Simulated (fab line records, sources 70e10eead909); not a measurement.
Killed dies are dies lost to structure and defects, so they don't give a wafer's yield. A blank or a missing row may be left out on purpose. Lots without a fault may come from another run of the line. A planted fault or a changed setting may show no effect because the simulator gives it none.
fab line records | flow nand_harc
record lots=11 wafers=33 last_day=32
route steps=1302 shown A_CHANNEL_HOLE_D1@463
lots that met no fault: from a run of the same line without faults
start_h: hours from the record's first day to the start of the lot's first wafer shown | wait_h: hours since the lot's step before | " the same as in the row above | L1.1+2: a row that stands for several wafers | - no value, or no start given | * or withheld: withheld | < > ~ a bound
route shown NAME@n: a module of which the file shows steps, and the number in the route of the first | usual: mean/standard deviation of fault-free wafers | same: alike in all rows | chamber/n: place in a boat | sites: the reading at each site | _std_site: their standard deviation | _edge_site: outer sites' mean less inner sites' | radius_mm: how far each site lies from the wafer's centre | mask NAME#n: copy n | behind: the tool/chamber that last shaped the wafer | hold: why the lot was held/for how many hours/how that ended | device: the transistor (n, p or np) that didn't switch | end of line: the same wafers' tests at the end of the route | a step without rows: its recipe alone | killed: dies lost to structure and defects at the first sort, not the wafer's yield | map: a wafer's dies, x killed, . not, _ none there
set.NAME: the setting as run; set.NAME@STEP: as run at that earlier step | model.NAME: the simulator's own value behind a step, which no gauge read
steps of the route over a sample of lots; a table a step, a row a wafer
services: from which hour (start_h, from the record's first day; less than 0 if before it) a tool's chamber was out of use, for how many hours, and why
## steps
# step NHARC_A_CHANNEL_HOLE_D1_OVL_MEAS_11
# usual overlay_x_nm=0.0/0.59 overlay_y_nm=-0.2/0.68
# columns lot.wafer tool chamber start_h wait_h overlay_x_nm overlay_y_nm
L483.1 overlay-01 - 211.03 - 0.8 0.4
L483.5 " - " " 0.4 -0.5
L483.6 " - " " 0.9 0.0
L482.1 overlay-02 - 212.27 - -0.8 -0.4
L482.4 " - " " -0.8 -0.5
L482.5 " - " " -1.2 -0.7
L484.3 overlay-01 - 222.03 - -0.2 0.1
L484.5 " - " " -0.4 0.3
L484.6 " - " " 0.1 0.7
L485.1 overlay-01 - 232.28 - 0.3 1.3
L485.2 " - " " 0.4 1.3
L485.6 " - " " 0.4 1.3
L488.1 overlay-01 - 265.85 - 0.0 -0.4
L488.2 " - " " 0.1 0.0
L488.3 " - " " -0.5 -0.5
L493.1 overlay-01 - 325.04 - 0.2 0.1
L493.5 " - " " -0.2 0.1
L493.6 " - " " -0.2 -0.4
L496.2 overlay-02 - 343.91 - -1.4 -0.5
L496.4 " - " " -0.8 0.0
L496.6 " - " " -0.9 -0.3
L497.1 overlay-02 - 349.06 - 0.1 -0.4
L497.2 " - " " 0.5 -0.5
L497.4 " - " " -0.7 -0.8
L498.3 overlay-02 - 359.61 - 0.5 -0.1
L498.4 " - " " 0.0 -0.2
L498.5 " - " " 0.1 0.4
L500.2 overlay-01 - 372.40 - 0.0 0.6
L500.3 " - " " -0.1 -0.3
L500.4 " - " " -0.2 0.1
L499.2 overlay-01 - 375.83 - -0.6 -1.3
L499.3 " - " " -0.4 -0.7
L499.5 " - " " -0.9 -0.8
# step NHARC_A_CHANNEL_HOLE_D1_ETCH_16
# recipe target_depth_a=31000 over_etch_frac=0.3 time_s=806 ion_energy_ev=150 o2_flow_sccm=400 cos_flow_sccm=20 ar_flow_sccm=0 rf_w=500 bias_w=300 chemistry=O2/COS
# usual drypump_motor_current_A=5.4/0.47 o2_flow_sccm=400.0/1.3 oes_product_au=0.999/0.0069 over_etch_frac=0.3/0 rf_vpp_V=312.7/1.8 showerhead_plenum_p_Torr=3.03/0.11 throttle_valve_pct=28.330/0.0084
# columns lot.wafer tool chamber start_h wait_h drypump_motor_current_A o2_flow_sccm oes_product_au over_etch_frac rf_hours_counter_h rf_vpp_V showerhead_plenum_p_Torr throttle_valve_pct
L483.1 rie_diel-06 2 211.66 - 5.0 399.7 1.002 0.3 6 310.8 2.99 28.336
L483.6 " 2 " " 5.0 397.1 1.004 0.3 - 312.3 2.99 28.322
L483.5 " 3 " " 5.0 399.9 1.005 0.3 - 311.0 3.02 28.338
L482.4 rie_diel-04 2 212.90 - 5.6 400.6 0.994 0.3 9 312.7 3.11 28.336
L482.1 " 0 " " 5.7 398.0 1.015 0.3 9 311.1 3.07 28.330
L482.5 " 3 " " 5.9 400.4 1.009 0.3 - 310.1 2.91 28.313
L484.3 rie_diel-04 0 222.66 - 5.7 399.5 1.012 0.3 13 312.1 3.06 28.319
L484.5 " 0 " " 5.7 399.3 1.016 0.3 - 313.2 3.06 28.344
L484.6 " 1 " " 4.8 402.0 1.009 0.3 - 318.0 3.37 28.329
L485.1 rie_diel-04 1 233.36 - 4.8 398.5 1.007 0.3 19 317.7 3.36 28.338
L485.2 " 2 " " 5.6 399.3 1.002 0.3 18 312.6 3.10 28.322
L485.6 " 1 " " 4.8 397.7 1.006 0.3 - 317.8 3.36 28.325
L488.3 rie_diel-06 3 266.53 - 5.0 400.3 1.003 0.3 11 311.8 3.01 28.325
L488.2 " 0 " " 5.6 399.8 0.994 0.3 10 313.3 3.10 28.338
L488.1 " 1 " " 6.2 401.7 1.000 0.4743 9 310.9 2.91 28.334
L493.1 rie_diel-04 3 325.66 - 5.9 401.5 0.999 0.3 48 310.2 2.89 28.319
L493.5 " 3 " " 5.9 401.3 0.993 0.3 - 310.0 2.89 28.339
L493.6 " 0 " " 5.7 399.9 0.997 0.3 - 312.5 3.05 28.335
L496.4 rie_diel-06 3 344.59 - 5.0 401.6 0.993 0.3 2 312.1 3.01 28.319
L496.2 " 0 " " 5.6 400.4 1.000 0.3 2 314.6 3.09 28.324
L496.6 " 3 " " 5.0 399.8 0.995 0.3 - 313.3 3.01 28.332
L497.1 rie_diel-06 0 349.68 - 5.6 398.0 1.000 0.3 3 314.2 3.09 28.329
L497.2 " 1 " " 6.2 399.5 0.992 0.3 2 311.3 2.91 28.329
L497.4 " 2 " " 5.0 399.4 0.998 0.3 3 310.5 2.98 28.330
L498.4 rie_diel-06 3 360.24 - 5.1 400.1 0.997 0.3 5 312.4 3.01 28.347
L498.3 " 1 " " 6.2 399.2 1.000 0.3 4 310.0 2.91 28.334
L498.5 " 0 " " 5.6 398.9 1.005 0.3 - 313.7 3.09 28.325
L500.3 rie_diel-06 1 373.03 - 6.2 401.5 1.008 0.3 5 311.3 2.90 28.328
L500.4 " 3 " " 5.1 400.2 0.989 0.3 6 312.2 3.01 28.322
L500.2 " 0 " " 5.6 400.5 1.000 0.3 6 313.3 3.09 28.331
L499.3 rie_diel-06 1 376.51 - 6.2 400.5 0.990 0.3 6 311.1 2.90 28.334
L499.2 " 2 " " 5.0 401.0 0.989 0.3 6 314.4 2.98 28.326
L499.5 " 1 " " 6.2 402.4 1.005 0.3 - 312.3 2.90 28.319
# step NHARC_A_CHANNEL_HOLE_D1_ETCH_22
# recipe bias_v=3000 source_w=withheld pressure_mtorr=20 time_s=666.7 ar_flow_sccm=375 c4f8_flow_sccm=89.3 o2_flow_sccm=35.7 temp_c=-20 target_depth_a=16000 chemistry=C4F8/O2/Ar
# usual drypump_motor_current_A=6.04/0.24 o2_flow_sccm=35.68/0.1 oes_air_line_au=1.001/0.02 showerhead_plenum_p_Torr=3.63/0.11 throttle_valve_pct=32.155/0.0092
# columns lot.wafer tool chamber start_h wait_h drypump_motor_current_A o2_flow_sccm oes_air_line_au rf_hours_counter_h showerhead_plenum_p_Torr throttle_valve_pct
L483.1 har_etch-01 1 213.28 0.4 5.92 35.81 1.007 100 3.50 32.159
L483.5 " 0 " " 6.36 35.59 0.987 - 3.73 32.143
L483.6 " 1 " " 5.94 35.83 1.025 - 3.50 32.167
L482.1 har_etch-01 1 217.42 0.4 5.93 35.73 1.004 104 3.50 32.150
L482.4 " 1 " " 5.91 35.63 1.007 - 3.50 32.156
L482.5 " 0 " " 6.37 35.68 0.994 - 3.73 32.152
L484.3 har_etch-02 1 227.60 0.4 5.70 35.63 1.005 - 3.75 32.154
L484.6 " 0 " " 6.07 35.54 0.971 - 3.68 32.162
L484.5 " 1 " " 5.71 35.62 0.972 - 3.75 32.147
L485.2 har_etch-01 0 234.87 0.4 6.36 35.68 1.012 116 3.72 32.171
L485.1 " 1 " " 5.93 35.69 1.048 116 3.49 32.154
L485.6 " 0 " " 6.36 35.70 0.986 - 3.72 32.143
L488.2 har_etch-01 0 268.00 0.4 6.36 35.78 0.979 139 3.71 32.151
L488.1 " 1 " " 5.94 35.55 1.006 139 3.48 32.153
L488.3 " 1 " " 5.92 35.65 1.011 - 3.48 32.151
L493.1 har_etch-02 1 327.18 0.4 5.71 35.75 1.022 382 3.72 32.161
L493.6 " 1 " " 5.72 35.69 1.017 - 3.72 32.151
L493.5 " 0 " " 6.09 35.70 0.964 - 3.65 32.155
L496.2 har_etch-02 0 346.05 0.4 6.09 35.58 1.000 398 3.64 32.160
L496.4 " 1 " " 5.72 35.69 1.010 - 3.71 32.152
L496.6 " 0 " " 6.07 35.53 0.968 - 3.64 32.171
L497.2 har_etch-01 1 354.41 0.4 5.92 35.67 1.020 181 3.46 32.162
L497.1 " 0 " " 6.34 35.84 0.983 181 3.68 32.150
L497.4 " 0 " " 6.36 35.79 0.977 - 3.68 32.159
L498.3 har_etch-02 0 361.95 0.4 6.06 35.67 0.978 - 3.63 32.162
L498.4 " 1 " " 5.71 35.77 1.005 - 3.71 32.161
L498.5 " 0 " " 6.04 35.81 0.986 - 3.63 32.169
L500.2 har_etch-01 1 375.80 0.4 5.93 35.62 0.978 189 3.46 32.144
L500.4 " 1 " " 5.90 35.60 0.984 - 3.46 32.152
L500.3 " 0 " " 6.36 35.72 0.974 - 3.68 32.159
L499.2 har_etch-01 0 379.99 0.4 6.38 35.71 0.974 192 3.68 32.141
L499.3 " 1 " " 5.89 35.69 0.965 - 3.45 32.166
L499.5 " 1 " " 5.91 35.62 1.002 - 3.45 32.162
# step NHARC_A_CHANNEL_HOLE_D1_ETCH_33
# recipe bias_v=400 source_w=2000 pressure_mtorr=25 time_s=90 ar_flow_sccm=375 c4f8_flow_sccm=41.7 o2_flow_sccm=83.3 temp_c=-20 target_depth_a=4000 chemistry=C4F8/O2/Ar
# usual drypump_motor_current_A=6.04/0.24 o2_flow_sccm=83.30/0.25 oes_air_line_au=0.998/0.019 showerhead_plenum_p_Torr=3.67/0.11 throttle_valve_pct=27.619/0.0084
# columns lot.wafer tool chamber start_h wait_h drypump_motor_current_A o2_flow_sccm oes_air_line_au rf_hours_counter_h showerhead_plenum_p_Torr throttle_valve_pct
L483.1 har_etch-01 1 216.31 0.2 5.92 83.14 1.014 103 3.53 27.619
L483.5 " 0 " " 6.37 83.09 0.978 - 3.77 27.629
L483.6 " 1 " " 5.93 83.24 1.007 - 3.53 27.603
L482.1 har_etch-01 1 220.46 0.2 5.92 83.51 0.986 107 3.53 27.626
L482.4 " 1 " " 5.92 83.37 1.009 - 3.53 27.629
L482.5 " 0 " " 6.35 83.39 1.053 - 3.77 27.622
L484.3 har_etch-02 1 230.52 0.2 5.70 83.25 1.008 - 3.79 27.621
L484.6 " 0 " " 6.07 82.91 1.023 - 3.72 27.615
L484.5 " 1 " " 5.72 83.57 1.018 - 3.79 27.626
L485.2 har_etch-01 0 237.98 0.2 6.37 83.32 0.981 119 3.76 27.609
L485.1 " 1 " " 5.94 83.20 0.995 119 3.53 27.640
L485.6 " 0 " " 6.37 83.08 0.994 - 3.76 27.613
L488.2 har_etch-01 0 271.14 0.2 6.35 83.16 1.000 142 3.75 27.606
L488.1 " 1 " " 5.94 83.41 0.963 142 3.51 27.612
L488.3 " 1 " " 5.94 83.21 1.031 - 3.51 27.630
L493.1 har_etch-02 1 330.28 0.2 5.71 83.47 0.990 385 3.76 27.622
L493.6 " 1 " " 5.73 83.61 1.016 - 3.76 27.621
L493.5 " 0 " " 6.05 83.11 1.007 - 3.68 27.624
L496.2 har_etch-02 0 349.15 0.2 6.06 83.48 1.019 401 3.67 27.622
L496.4 " 1 " " 5.73 83.26 0.975 - 3.75 27.626
L496.6 " 0 " " 6.07 82.93 0.983 - 3.67 27.606
L497.2 har_etch-01 1 357.51 0.2 5.93 83.25 1.023 184 3.49 27.630
L497.1 " 0 " " 6.37 83.53 0.964 184 3.72 27.609
L497.4 " 0 " " 6.36 83.72 0.969 - 3.72 27.610
L498.3 har_etch-02 0 364.94 0.2 6.06 83.79 1.024 - 3.67 27.617
L498.4 " 1 " " 5.74 83.20 0.990 - 3.74 27.606
L498.5 " 0 " " 6.07 83.45 1.003 - 3.67 27.630
L500.2 har_etch-01 1 378.94 0.2 5.92 83.46 0.984 192 3.49 27.610
L500.4 " 1 " " 5.92 83.06 1.009 - 3.49 27.615
L500.3 " 0 " " 6.36 83.27 1.000 - 3.72 27.613
L499.2 har_etch-01 0 383.10 0.2 6.35 83.22 1.027 195 3.72 27.608
L499.3 " 1 " " 5.91 83.73 1.012 - 3.49 27.613
L499.5 " 1 " " 5.95 83.88 0.967 - 3.49 27.627
## services
# columns tool chamber start_h hours kind
rie_diel-06 0 188.20 - clean
rie_diel-06 1 188.20 - clean
rie_diel-06 2 188.20 - clean
rie_diel-06 3 188.20 - clean
rie_diel-06 3 202.62 7.1 repair
rie_diel-06 0 212.70 - clean
rie_diel-06 1 212.70 - clean
rie_diel-06 2 212.70 - clean
rie_diel-06 3 212.70 - clean
rie_diel-06 0 237.20 - clean
rie_diel-06 1 237.20 - clean
rie_diel-06 2 237.20 - clean
rie_diel-06 3 237.20 - clean
har_etch-01 - 259.35 1.0 repair
rie_diel-06 0 261.70 - clean
rie_diel-06 0 274.91 2.4 repair
rie_diel-06 0 302.42 5.1 repair
rie_diel-06 - 307.20 9.0 pm
rie_diel-04 - 315.16 0.8 repair
rie_diel-04 - 335.95 2.0 repair
rie_diel-04 - 355.36 9.0 pm
har_etch-02 - 377.00 17.0 pm
har_etch-02 0 377.00 17.0 vent_cycle
har_etch-02 1 377.00 17.0 vent_cycle
## key
first_sign step=NHARC_A_CHANNEL_HOLE_D1_ETCH_16 reading=over_etch_frac direction=up sigmas=99+ usual=0.3 struck=0.4743
effect none on later readings
met_at NHARC_A_CHANNEL_HOLE_D1_ETCH_16
struck_lots L488
struck_wafers L488.1
tester_left_out L488
not_acting_at NHARC_A_CHANNEL_HOLE_D1_OVL_MEAS_11,NHARC_A_CHANNEL_HOLE_D1_ETCH_22,NHARC_A_CHANNEL_HOLE_D1_ETCH_33
fault kind=process_parameter_drift tool=rie_diel-06 chamber=1 onset_h=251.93 steps=NHARC_A_CHANNEL_HOLE_D1_ETCH_16 channel=over_etch_frac offset=0.1743 shape=step end_h=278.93 acts_in=these_recipes_only stated=0.3
# tester_left_out: of these lots the tester's yield and bins aren't shown, on N5 and GAA mostly nor the transistor test; their killed dies are dies lost to structure and defects alone, not to doping, threshold or leakage, so they don't give the yield
